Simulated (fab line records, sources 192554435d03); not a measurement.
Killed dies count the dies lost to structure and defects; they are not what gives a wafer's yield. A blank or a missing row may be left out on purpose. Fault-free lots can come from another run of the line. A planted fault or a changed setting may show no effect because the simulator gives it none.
Matching of chambers | flow n5_finfet | N5_BEOL_M10_ETCH_65 on rie_diel-04: 4 sister chambers
The step etches SiARC in CF4, target depth 39 nm, time 65 s. 4 wafers are shown with their chamber, then 10 later ones without.

== WAFERS PAIRED WITH THEIR CHAMBERS ==
wafer  | chamber | drypump_motor_current_A (A)
L083.2 | 2       | 4.9
L089.3 | 0       | 5.8
L089.4 | 1       | 6.4
L089.5 | 3       | 6.6

== WAFERS WHOSE CHAMBER IS MISSING ==
wafer  | drypump_motor_current_A (A)
L089.6 | 5.8
L087.2 | 4.9
L087.3 | 6.6
L087.5 | 4.9
L097.1 | 6.4
L097.2 | 6.5
L097.4 | 5.7
L096.2 | 4.9
L096.3 | 6.3
L096.4 | 6.6

== EACH ONE'S CHAMBER ==
wafer  | from the rows above     | in truth
L089.6 | 0                       | 0
L087.2 | 2                       | 2
L087.3 | 3                       | 3
L087.5 | 2                       | 2
L097.1 | 1                       | 1
L097.2 | can't be placed: 1 or 3 | 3
L097.4 | 0                       | 0
L096.2 | 2                       | 2
L096.3 | 1                       | 1
L096.4 | 3                       | 3
Correctly placed: 9 of 10. These rows do not allow placing 1 (true chamber among the candidates in 1). Wrongly placed: 0.
How it was worked out, from the rows above alone: a wafer's distance from a chamber is the root of the sum, over the readings, of the square of ((its reading less the chamber's mean) divided by the reading's scatter). If the next closest chamber is less than 2 further off than the closest, the wafer can't be placed; otherwise it belongs to the closest. The mean given for a chamber averages the wafers shown for that chamber. The scatter: with one shown wafer a chamber, the root of the mean of the squares of how far each hidden wafer lies from its nearest shown one.
